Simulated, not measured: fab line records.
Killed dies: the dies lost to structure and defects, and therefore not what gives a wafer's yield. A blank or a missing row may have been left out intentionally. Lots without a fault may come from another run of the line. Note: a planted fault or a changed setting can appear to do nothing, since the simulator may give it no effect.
Matching of chambers | flow n5 finfet | 4 sister chambers for N5_BEOL_M12_TRENCH_ETCH_34 on rie diel-01
The step etches SiOC in C4F8/O2/Ar, target depth 318.95 nm, time 125.5 s. 4 wafers are shown with their chamber, then 8 later ones without.

== WAFERS, EACH WITH ITS CHAMBER ==
wafer  | chamber | throttle valve pct (%)
L085.3 | 2       | 23.68
L085.5 | 0       | 23.90
L085.6 | 3       | 24.55
L083.3 | 1       | 24.00

== WAFERS WHOSE CHAMBER IS MISSING ==
wafer  | throttle valve pct (%)
L083.4 | 23.88
L083.5 | 24.00
L084.4 | 24.54
L084.5 | 24.00
L084.6 | 23.89
L089.1 | 23.71
L089.2 | 23.92
L089.4 | 24.56

== CHAMBER TAKEN BY EACH ==
wafer  | from the rows above | in truth
L083.4 | 0                   | 0
L083.5 | 1                   | 1
L084.4 | 3                   | 3
L084.5 | 1                   | 1
L084.6 | 0                   | 0
L089.1 | 2                   | 2
L089.2 | 0                   | 0
L089.4 | 3                   | 3
Correctly placed: 8 of 8. From these rows, 0 cannot be placed. Placed wrongly: 0.
How it was worked out, from the rows above alone: a wafer's distance from a chamber is the root of the sum, over the readings, of the square of ((its reading less the chamber's mean) divided by the reading's scatter). If the next closest chamber is less than 2 further off than the closest, the wafer can't be placed; otherwise it belongs to the closest. Each chamber's mean is taken over the wafers shown for it. The scatter: with one shown wafer a chamber, the root of the mean of the squares of how far each hidden wafer lies from its nearest shown one.
